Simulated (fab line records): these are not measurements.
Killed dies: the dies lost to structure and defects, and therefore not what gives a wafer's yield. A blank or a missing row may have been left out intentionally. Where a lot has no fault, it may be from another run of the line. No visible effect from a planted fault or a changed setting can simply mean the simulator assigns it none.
Chamber matching	flow n5-finfet	4 sister chambers for N5_BEOL_M11_VIA_ETCH_34 on rie-diel-04
The step etches SiCOH lowk in C4F6/O2, target depth 184.5 nm, time 69.2 s. 4 wafers are shown with their chamber, then 9 later ones without.

## EACH WAFER AND ITS CHAMBER
wafer	chamber	rf-vpp-V (V)
L090.5	0	664
L090.6	3	651
L089.2	2	691
L089.6	1	667

## WAFERS WITHOUT THEIR CHAMBER
wafer	rf-vpp-V (V)
L095.3	653
L095.4	667
L095.6	691
L096.1	652
L096.5	666
L096.6	663
L097.4	664
L097.5	689
L097.6	666

## WHICH CHAMBER EACH WENT THROUGH
wafer	from the rows above	in truth
L095.3	3	3
L095.4	1	1
L095.6	2	2
L096.1	3	3
L096.5	can't be placed: 1 or 0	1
L096.6	0	0
L097.4	0	0
L097.5	2	2
L097.6	can't be placed: 1 or 0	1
Placed correctly: 7 of 9. Can't be placed from these rows: 2 (the true chamber is among the candidates in 2). Wrongly placed: 0.
How it was worked out, from the rows above alone: a wafer's distance from a chamber is the root of the sum, over the readings, of the square of ((its reading less the chamber's mean) divided by the reading's scatter). If the next closest chamber is less than 2 further off than the closest, the wafer can't be placed; otherwise it belongs to the closest. The mean given for a chamber averages the wafers shown for that chamber. The scatter: with one shown wafer a chamber, the root of the mean of the squares of how far each hidden wafer lies from its nearest shown one.
